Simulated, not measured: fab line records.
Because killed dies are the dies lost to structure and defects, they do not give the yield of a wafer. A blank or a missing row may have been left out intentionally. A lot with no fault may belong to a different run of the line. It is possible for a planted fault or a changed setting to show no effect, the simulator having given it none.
fab line records ; flow n5_finfet
record: lots: 10; wafers: 30; last_day: 17
route steps=1938 shown BEOL_M1@830 BEOL_M2@847 BEOL_M4@1111 PASSIVATION@1936
lots that met no fault: taken from a fault-free run of the same line
start_h: hours from the record's first day to the start of the lot's first wafer shown ; wait_h: hours from the lot's prior step to this one ; " same as the row above ; L1.1+2: one row covering several wafers at once ; - no value, or no start was given ; * or withheld: withheld ; < > ~ a bound
route shown NAME@n: NAME is a module with steps in the file, n the number in the route of the first one ; usual: average and standard deviation across the fault-free wafers ; same: alike in all rows ; chamber/n: place in a boat ; sites: the reading at each site ; _std_site: standard deviation of those values ; _edge_site: outer sites' mean less inner sites' ; radius_mm: for every site, how far away it sits from the centre of the wafer ; mask NAME#n: copy n ; behind: tool/chamber where the wafer was last shaped ; hold: why the lot was held/for how many hours/how that ended ; device: names the non-switching transistor (n, p or np) ; end of line: the route-end tests of the same wafers ; a step given without rows: its recipe and nothing more ; killed: dies that structure and defects cost at the first sort, which is not the same as the wafer's yield ; map: shows each die of a wafer: x if killed, . if not, _ if none is there
set.NAME: the setting that was run; set.NAME@STEP: the one run at that earlier step ; model.NAME: the simulator's own value behind a step, which no gauge read
route steps across a sampled set of lots; one table per step, one row per wafer
services: the hour from which a tool's chamber was out of use, counted from the record's first day as start_h (under 0 if before that day), plus the number of hours and why
== steps ==
step: N5_BEOL_M1_SPUTTER_96
recipe: material: Cu; target_thk_a: 45; temp_c: -20; chamber_pressure_pa: 0.07; power_w: withheld; time_s: 8.29
usual: susceptor_temp_C: -20.01/0.1; throttle_valve_pct: 29.4/0.86
lot.wafer;tool;chamber;start_h;wait_h;susceptor_temp_C;throttle_valve_pct
L414.4;pvd_sputter-02;-;136.60;0.1;-20.13;29.1
L414.5;pvd_sputter-02;-;136.60;0.1;-20.10;29.0
L414.6;pvd_sputter-02;-;136.60;0.1;-19.98;29.7
L416.2;pvd_sputter-01;-;147.12;0.1;-19.95;28.0
L416.4;pvd_sputter-01;-;147.12;0.1;-20.06;31.4
L416.6;pvd_sputter-01;-;147.12;0.1;-20.05;30.1
L419.1;pvd_sputter-01;-;172.46;0.1;-19.79;29.9
L419.4;pvd_sputter-01;-;172.46;0.1;-20.05;28.2
L419.6;pvd_sputter-01;-;172.46;0.1;-19.91;28.0
L423.2;pvd_sputter-01;-;189.03;0.1;-19.89;28.1
L423.4;pvd_sputter-01;-;189.03;0.1;-19.99;30.8
L423.5;pvd_sputter-01;-;189.03;0.1;-20.04;29.9
L429.1;pvd_sputter-01;-;233.91;0.1;-20.08;30.1
L429.3;pvd_sputter-01;-;233.91;0.1;-20.07;30.7
L429.5;pvd_sputter-01;-;233.91;0.1;-19.86;27.9
L431.1;pvd_sputter-02;-;236.84;0.1;-19.85;29.8
L431.5;pvd_sputter-02;-;236.84;0.1;-20.07;28.7
L431.6;pvd_sputter-02;-;236.84;0.1;-19.97;29.1
L432.1;pvd_sputter-03;-;237.03;0.1;-19.99;28.9
L432.3;pvd_sputter-03;-;237.03;0.1;-19.90;29.6
L432.6;pvd_sputter-03;-;237.03;0.1;-20.19;28.8
L434.1;pvd_sputter-01;-;259.30;0.1;-19.93;30.9
L434.2;pvd_sputter-01;-;259.30;0.1;-20.10;28.0
L434.5;pvd_sputter-01;-;259.30;0.1;-19.99;31.7
L435.3;pvd_sputter-03;-;263.74;0.1;-20.11;29.0
L435.5;pvd_sputter-03;-;263.74;0.1;-20.04;29.4
L435.6;pvd_sputter-03;-;263.74;0.1;-20.00;28.6
L436.1;pvd_sputter-02;-;263.83;0.1;-20.07;29.2
L436.3;pvd_sputter-02;-;263.83;0.1;-20.14;30.0
L436.5;pvd_sputter-02;-;263.83;0.1;-20.08;30.1
step: N5_BEOL_M1_CO_CAP_55
recipe: material: Co; target_thk_a: 20; temp_c: 200; precursor: CCTBA/H2; pressure_torr: 30; time_s: 102.1
usual: heater_power_outer_w: 112/12; heater_power_w: 218/22; susceptor_temp_C: 199.99/0.16
lot.wafer;tool;chamber;start_h;wait_h;heater_power_outer_w;heater_power_w;susceptor_temp_C
L414.4;cvd_co-01;2;137.51;0.0;101;201;199.63
L414.5;cvd_co-01;0;137.51;0.0;120;229;199.78
L414.6;cvd_co-01;1;137.51;0.0;109;207;199.77
L416.2;cvd_co-02;2;148.11;0.0;119;264;200.00
L416.4;cvd_co-02;0;148.11;0.0;125;222;200.18
L416.6;cvd_co-02;2;148.11;0.0;119;252;199.78
L419.1;cvd_co-01;0;173.47;0.0;125;230;200.35
L419.4;cvd_co-01;2;173.47;0.0;101;198;199.96
L419.6;cvd_co-01;0;173.47;0.0;126;233;199.91
L423.2;cvd_co-01;2;189.90;0.0;98;203;199.97
L423.4;cvd_co-01;2;189.90;0.0;100;193;200.06
L423.5;cvd_co-01;0;189.90;0.0;123;226;200.11
L429.1;cvd_co-02;2;235.55;0.0;121;261;199.92
L429.3;cvd_co-02;1;235.55;0.0;93;191;200.20
L429.5;cvd_co-02;1;235.55;0.0;91;199;199.75
L431.1;cvd_co-01;1;237.97;0.0;109;204;199.89
L431.5;cvd_co-01;1;237.97;0.0;109;201;199.62
L431.6;cvd_co-01;0;237.97;0.0;123;233;200.00
L432.1;cvd_co-01;0;238.09;0.0;127;233;199.92
L432.3;cvd_co-01;1;238.09;0.0;112;200;199.97
L432.6;cvd_co-01;0;238.09;0.0;126;232;199.86
L434.1;cvd_co-02;0;260.16;0.0;122;223;199.91
L434.2;cvd_co-02;1;260.16;0.0;94;194;199.90
L434.5;cvd_co-02;2;260.16;0.0;121;261;199.70
L435.3;cvd_co-01;1;264.61;0.0;108;205;199.89
L435.5;cvd_co-01;1;264.61;0.0;109;205;199.68
L435.6;cvd_co-01;2;264.61;0.0;101;205;200.07
L436.1;cvd_co-02;0;264.71;0.0;125;224;199.92
L436.3;cvd_co-02;2;264.71;0.0;125;253;200.24
L436.5;cvd_co-02;2;264.71;0.0;120;253;200.31
step: N5_BEOL_M1_DEP_57
recipe: material: SiCN; target_thk_a: 80; temp_c: withheld; precursor: 3MS/NH3; pressure_torr: 3; rf_w: 202; time_s: 14
usual: showerhead_plenum_p_Torr: 3.675/0.019; showerhead_vpp_V: 902/51; throttle_valve_pct: 9.1/0.47
lot.wafer;tool;chamber;start_h;wait_h;showerhead_plenum_p_Torr;showerhead_vpp_V;throttle_valve_pct
L414.4;pecvd-01;2;137.61;0.0;3.666;918;9.5
L414.5;pecvd-01;0;137.61;0.0;3.691;843;8.8
L414.6;pecvd-01;1;137.61;0.0;3.696;984;8.8
L416.2;pecvd-01;1;148.23;0.0;3.698;980;8.9
L416.4;pecvd-01;1;148.23;0.0;3.694;964;9.0
L416.6;pecvd-01;2;148.23;0.0;3.665;918;9.6
L419.1;pecvd-01;1;173.59;0.0;3.693;979;9.0
L419.4;pecvd-01;1;173.59;0.0;3.691;953;9.2
L419.6;pecvd-01;0;173.59;0.0;3.704;838;9.1
L423.2;pecvd-02;1;190.01;0.0;3.639;938;9.5
L423.4;pecvd-02;1;190.01;0.0;3.629;934;9.9
L423.5;pecvd-02;0;190.01;0.0;3.677;910;8.7
L429.1;pecvd-04;2;235.67;0.0;3.673;912;8.9
L429.3;pecvd-04;1;235.67;0.0;3.666;869;9.1
L429.5;pecvd-04;1;235.67;0.0;3.662;884;8.9
L431.1;pecvd-01;0;238.09;0.0;3.702;846;9.0
L431.5;pecvd-01;2;238.09;0.0;3.668;913;9.9
L431.6;pecvd-01;0;238.09;0.0;3.701;853;8.7
L432.1;pecvd-04;1;238.22;0.0;3.674;877;9.1
L432.3;pecvd-04;1;238.22;0.0;3.656;875;8.8
L432.6;pecvd-04;2;238.22;0.0;3.682;913;9.1
L434.1;pecvd-01;1;260.28;0.0;3.701;971;9.0
L434.2;pecvd-01;2;260.28;0.0;3.671;911;9.7
L434.5;pecvd-01;2;260.28;0.0;3.665;913;9.9
L435.3;pecvd-01;0;264.72;0.0;3.702;841;8.8
L435.5;pecvd-01;1;264.72;0.0;3.690;976;8.8
L435.6;pecvd-01;0;264.72;0.0;3.699;841;9.0
L436.1;pecvd-02;1;264.82;0.0;3.629;943;9.6
L436.3;pecvd-02;2;264.82;0.0;3.664;945;8.0
L436.5;pecvd-02;1;264.82;0.0;3.640;944;9.6
step: N5_BEOL_M2_COAT_73
recipe: resist: underlayer; temp_c: 205; time_s: 60; spin_rpm: 1500; resist_thk_nm: 5
usual: dispense_pressure_kPa: 48.83/0.15; spin_speed_rpm: 1500.0/0.93
lot.wafer;tool;chamber;start_h;wait_h;dispense_pressure_kPa;spin_speed_rpm
L414.4;litho_track-01;0;138.07;-;48.93;1500.5
L414.5;litho_track-01;0;138.07;-;48.92;1499.9
L414.6;litho_track-01;0;138.07;-;48.91;1499.0
L416.2;litho_track-05;0;149.13;-;48.62;1500.2
L416.4;litho_track-05;0;149.13;-;48.64;1499.5
L416.6;litho_track-05;0;149.13;-;48.68;1499.3
L419.1;litho_track-01;0;176.08;-;48.94;1500.0
L419.4;litho_track-01;0;176.08;-;48.93;1500.4
L419.6;litho_track-01;0;176.08;-;48.92;1500.3
L423.2;litho_track-01;0;191.69;-;48.96;1497.7
L423.4;litho_track-01;0;191.69;-;48.92;1499.1
L423.5;litho_track-01;0;191.69;-;48.91;1498.7
L429.1;litho_track-02;0;237.40;-;48.91;1500.0
L429.3;litho_track-02;0;237.40;-;48.88;1499.8
L429.5;litho_track-02;0;237.40;-;48.93;1498.0
L431.1;litho_track-02;0;239.23;-;48.86;1710.5
L431.5;litho_track-02;0;239.23;-;48.88;1709.6
L431.6;litho_track-02;0;239.23;-;48.88;1709.8
L432.1;litho_track-02;0;240.32;-;48.88;1710.9
L432.3;litho_track-02;0;240.32;-;48.90;1709.8
L432.6;litho_track-02;0;240.32;-;48.88;1709.7
L434.1;litho_track-01;0;261.43;-;48.94;1500.8
L434.2;litho_track-01;0;261.43;-;48.96;1498.4
L434.5;litho_track-01;0;261.43;-;49.02;1500.5
L435.3;litho_track-01;0;265.88;-;48.97;1500.4
L435.5;litho_track-01;0;265.88;-;49.00;1500.2
L435.6;litho_track-01;0;265.88;-;49.01;1499.2
L436.1;litho_track-05;0;265.95;-;48.54;1502.2
L436.3;litho_track-05;0;265.95;-;48.54;1498.9
L436.5;litho_track-05;0;265.95;-;48.53;1501.5
step: N5_BEOL_M4_RC_MEAS_101
usual: DIBL_N: 36.1/1.6; DIBL_P: 36.6/1.9; IOFF_N: 0.160/0.026; IOFF_P: 0.210/0.028; ION_N: 677/10; ION_P: 464/6.9; SS_N: 71.4/0.56; SS_P: 73.3/0.61; VT_N: 249.1/2.6; VT_P: -250/3.3
lot.wafer;tool;chamber;start_h;wait_h;DIBL_N[mV/V];DIBL_P[mV/V];IOFF_N[nA/um];IOFF_P[nA/um];ION_N[uA/um];ION_P[uA/um];SS_N[mV/dec];SS_P[mV/dec];VT_N[mV];VT_P[mV]
L414.4;prober-01;0;167.43;0.5;36.5;35.3;0.142;0.179;670;466;71.4;73.5;250.7;-255
L414.5;prober-01;0;167.43;0.5;38.0;38.2;0.173;0.216;682;468;71.7;74.4;249.5;-250
L414.6;prober-01;0;167.43;0.5;36.2;35.1;0.145;0.173;679;460;71.7;73.0;250.8;-255
L416.2;prober-01;0;181.88;0.2;36.4;38.0;0.166;0.235;695;483;71.1;73.5;247.1;-245
L416.4;prober-01;0;181.88;0.2;34.7;36.5;0.136;0.211;672;472;71.5;72.5;252.0;-249
L416.6;prober-01;0;181.88;0.2;35.3;36.5;0.143;0.214;683;473;71.5;73.6;250.8;-247
L419.1;prober-02;0;212.09;0.0;36.4;37.0;0.143;0.221;673;474;71.0;73.9;252.4;-248
L419.4;prober-02;0;212.09;0.0;36.0;36.6;0.149;0.216;683;469;70.9;72.8;248.6;-252
L419.6;prober-02;0;212.09;0.0;35.3;35.7;0.133;0.206;667;469;70.8;72.8;250.6;-251
L423.2;prober-01;0;235.68;0.2;37.0;36.2;0.134;0.190;681;463;71.4;73.1;250.9;-253
L423.4;prober-01;0;235.68;0.2;37.7;36.5;0.139;0.178;664;456;71.0;72.9;251.3;-252
L423.5;prober-01;0;235.68;0.2;36.6;34.9;0.134;0.172;663;460;70.8;73.1;252.4;-254
L429.1;prober-01;0;279.12;0.0;37.5;37.3;0.176;0.220;680;462;71.5;73.9;245.7;-252
L429.3;prober-01;0;279.12;0.0;38.2;38.2;0.191;0.222;688;463;71.8;74.1;247.6;-250
L429.5;prober-01;0;279.12;0.0;35.3;34.5;0.139;0.180;671;461;70.9;73.6;250.8;-254
L431.1;prober-01;0;284.15;0.0;37.3;38.8;0.190;0.216;691;462;72.7;73.5;250.1;-250
L431.5;prober-01;0;284.15;0.0;38.5;41.1;0.215;0.266;694;470;72.8;73.8;246.7;-249
L431.6;prober-01;0;284.15;0.0;37.3;39.1;0.184;0.224;680;460;72.4;72.9;249.1;-251
L432.1;prober-01;0;288.51;0.0;34.1;34.9;0.142;0.167;681;456;71.6;73.3;250.8;-255
L432.3;prober-01;0;288.51;0.0;37.0;38.8;0.183;0.216;687;460;72.4;74.0;250.0;-251
L432.6;prober-01;0;288.51;0.0;34.3;35.9;0.139;0.183;666;457;71.3;73.6;252.7;-254
L434.1;prober-02;0;291.39;0.0;34.8;34.4;0.144;0.199;665;460;71.1;72.9;249.1;-248
L434.2;prober-02;0;291.39;0.0;35.0;35.2;0.152;0.208;677;468;71.3;72.3;249.2;-247
L434.5;prober-02;0;291.39;0.0;32.6;32.7;0.118;0.181;669;467;70.9;72.2;250.6;-249
L436.1;prober-02;0;295.72;0.0;35.4;33.3;0.125;0.197;661;459;71.2;73.2;252.5;-250
L436.3;prober-02;0;295.72;0.0;34.4;33.6;0.127;0.199;671;469;70.7;73.0;251.0;-249
L436.5;prober-02;0;295.72;0.0;36.7;35.4;0.148;0.233;662;463;71.7;73.4;249.6;-249
L435.3;prober-02;0;311.66;0.3;37.6;38.1;0.174;0.210;688;464;71.7;73.8;248.4;-252
L435.5;prober-02;0;311.66;0.3;35.0;36.6;0.144;0.189;675;459;71.2;72.9;250.1;-255
L435.6;prober-02;0;311.66;0.3;35.9;36.8;0.145;0.185;672;452;71.4;73.8;251.0;-253
step: N5_PASSIVATION_PROBE_49
usual: defect_limited_yield: 91.3/1.5; killed_at_M0_to_M3: 34/10; killed_at_M4_up: 13/4.9; killed_at_contacts: 13/6.1; killed_at_front_end: 39/13; killed_at_other: 4.1/2.7; killed_dies: 103/18; killed_open: 68/13; killed_short: 32/7.6; sort_bin_5_function: 5.2/1; sort_bin_6_memory: 3.2/0.75; sort_n_pass: 1077/18; sort_yield_pct: 91.3/1.5
same: gross_dies: 1180; killed_at_back_side: 0; sort_bin_4_leakage[%]: 0; sort_bin_8_speed[%]: 0
lot.wafer;tool;chamber;start_h;wait_h;defect_limited_yield[%];killed_at_M0_to_M3;killed_at_M4_up;killed_at_contacts;killed_at_front_end;killed_at_other;killed_dies;killed_open;killed_short;sort_bin_5_function[%];sort_bin_6_memory[%];sort_n_pass;sort_yield_pct[%]
L431.1;prober-01;-;385.05;0.0;88.4;35;8;21;68;5;137;100;35;7.1;4.1;1043;88.4
L431.5;prober-01;-;385.25;0.2;91.1;48;11;7;38;1;105;72;32;5.8;2.9;1075;91.1
L432.1;prober-02;-;399.90;0.0;92.9;22;11;9;36;6;84;56;25;4.4;2.5;1096;92.9
L432.3;prober-02;-;400.00;0.1;90.6;40;23;16;27;5;111;82;29;6.2;3.1;1069;90.6
L432.6;prober-02;-;400.15;0.3;91.8;36;21;7;29;4;97;69;26;5.6;2.5;1083;91.8
L434.1;prober-01;-;400.96;0.0;92.6;31;10;9;35;2;87;58;27;4.1;3.0;1093;92.6
L434.2;prober-01;-;401.01;0.1;93.8;16;9;10;31;7;73;53;20;3.7;2.3;1107;93.8
L434.5;prober-01;-;401.16;0.2;94.1;34;3;7;22;4;70;53;17;3.6;2.2;1110;94.1
killed by level:class
L431.1 STI_FIN_REVEAL:geometric_particle:open=26 MOL_CONTACT_COAG:geometric_particle:open=20 FIN_SAQP:geometric_particle:open=9 STI_FIN_REVEAL:geometric_particle:short=7 FIN_SAQP:geometric_particle:short=6 BEOL_M1:geometric_particle:open=6 BEOL_M0_SAQP:geometric_particle:open=6 DUMMY_GATE:geometric_particle:open=5
L431.5 BEOL_M0_SAQP:geometric_particle:open=18 FIN_SAQP:geometric_particle:open=8 BEOL_M0_SAQP:geometric_particle:short=8 BEOL_M1:geometric_particle:open=8 FIN_SAQP:geometric_particle:short=7 STI_FIN_REVEAL:geometric_particle:open=7 MOL_CONTACT_COAG:geometric_particle:open=5 BEOL_M2:geometric_particle:open=5
L432.1 STI_FIN_REVEAL:geometric_particle:open=11 FIN_SAQP:geometric_particle:open=8 MOL_CONTACT_COAG:geometric_particle:open=7 BEOL_M1:geometric_particle:open=4 GATE_CUT:geometric_particle:short=4 BEOL_M2:geometric_particle:open=4 BEOL_M3:geometric_particle:open=4 STARTING-WAFER:geometric_particle:short=4
L432.3 BEOL_M3:geometric_particle:open=24 MOL_CONTACT_COAG:geometric_particle:open=12 BEOL_M4:geometric_particle:open=11 STI_FIN_REVEAL:geometric_particle:open=8 BEOL_M4:geometric_particle:short=5 STARTING-WAFER:geometric_particle:open=5 MOL_CONTACT_COAG:geometric_particle:short=4 BEOL_M0_SAQP:geometric_particle:open=4
L432.6 BEOL_M4:geometric_particle:open=12 BEOL_M3:geometric_particle:open=10 BEOL_M2:geometric_particle:open=9 STI_FIN_REVEAL:geometric_particle:open=6 MOL_CONTACT_COAG:geometric_particle:open=6 FIN_SAQP:geometric_particle:short=4 GATE_CUT:geometric_particle:short=4 BEOL_M0_SAQP:geometric_particle:open=4
L434.1 BEOL_M0_SAQP:geometric_particle:short=11 FIN_SAQP:geometric_particle:open=9 BEOL_M0_SAQP:geometric_particle:open=9 MOL_CONTACT_COAG:geometric_particle:open=7 BEOL_M1:geometric_particle:open=6 STI_FIN_REVEAL:geometric_particle:open=5 FIN_SAQP:geometric_particle:short=4 STARTING-WAFER:geometric_particle:short=4
L434.2 FIN_SAQP:geometric_particle:open=9 MOL_CONTACT_COAG:geometric_particle:open=8 FIN_SAQP:geometric_particle:short=5 BEOL_M3:geometric_particle:open=5 BEOL_M4:geometric_particle:open=5 STI_FIN_REVEAL:geometric_particle:open=4 BEOL_M2:geometric_particle:open=4 DUMMY_GATE:geometric_particle:short=3
L434.5 BEOL_M2:geometric_particle:open=14 BEOL_M0_SAQP:geometric_particle:open=8 FIN_SAQP:geometric_particle:open=7 MOL_CONTACT_COAG:geometric_particle:open=5 BEOL_M3:geometric_particle:open=4 FIN_SAQP:geometric_particle:short=3 STI_FIN_REVEAL:geometric_particle:open=3 GATE_CUT:geometric_particle:open=3
== services ==
tool;chamber;start_h;hours;kind
cvd_co-02;1;114.69;-;clean
cvd_co-02;1;114.69;22.0;scheduled_down
cvd_co-02;1;114.69;22.0;vent_cycle
pecvd-01;-;119.51;1.3;repair
cvd_co-02;-;125.53;1.3;repair
cvd_co-01;-;142.56;2.3;repair
pecvd-02;-;156.60;0.3;repair
pvd_sputter-03;-;160.97;3.8;repair
cvd_co-02;2;172.43;19.2;repair
pecvd-01;-;184.12;2.8;pm
pvd_sputter-01;-;196.31;1.0;repair
pecvd-02;2;202.38;-;clean
pecvd-02;2;202.38;-;consumable_replace:showerhead
pecvd-02;2;202.38;29.0;scheduled_down
pecvd-02;2;202.38;29.0;vent_cycle
pecvd-04;0;217.28;2.1;scheduled_down
pecvd-04;2;225.36;2.1;scheduled_down
pecvd-04;0;238.16;8.0;repair
cvd_co-02;-;244.38;6.9;pm
pecvd-04;0;255.57;-;clean
pecvd-04;0;255.57;29.5;scheduled_down
pecvd-04;0;255.57;29.5;vent_cycle
== key ==
first_sign: step: N5_BEOL_M2_COAT_73; reading: spin_speed_rpm; direction: up; sigmas: 99+; usual: *; struck: *
effect none on later readings
met_at N5_BEOL_M2_COAT_73
struck_lots L431,L432
not_acting_at N5_BEOL_M1_SPUTTER_96,N5_BEOL_M1_CO_CAP_55,N5_BEOL_M1_DEP_57
onset_between 237.40 239.23
fault: kind: process_parameter_drift; tool: litho_track-02; chamber: -; onset_h: 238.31; steps: N5_BEOL_M2_COAT_73; channel: spin_rpm; offset: *; shape: step; end_h: 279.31; acts_in: *; stated: *
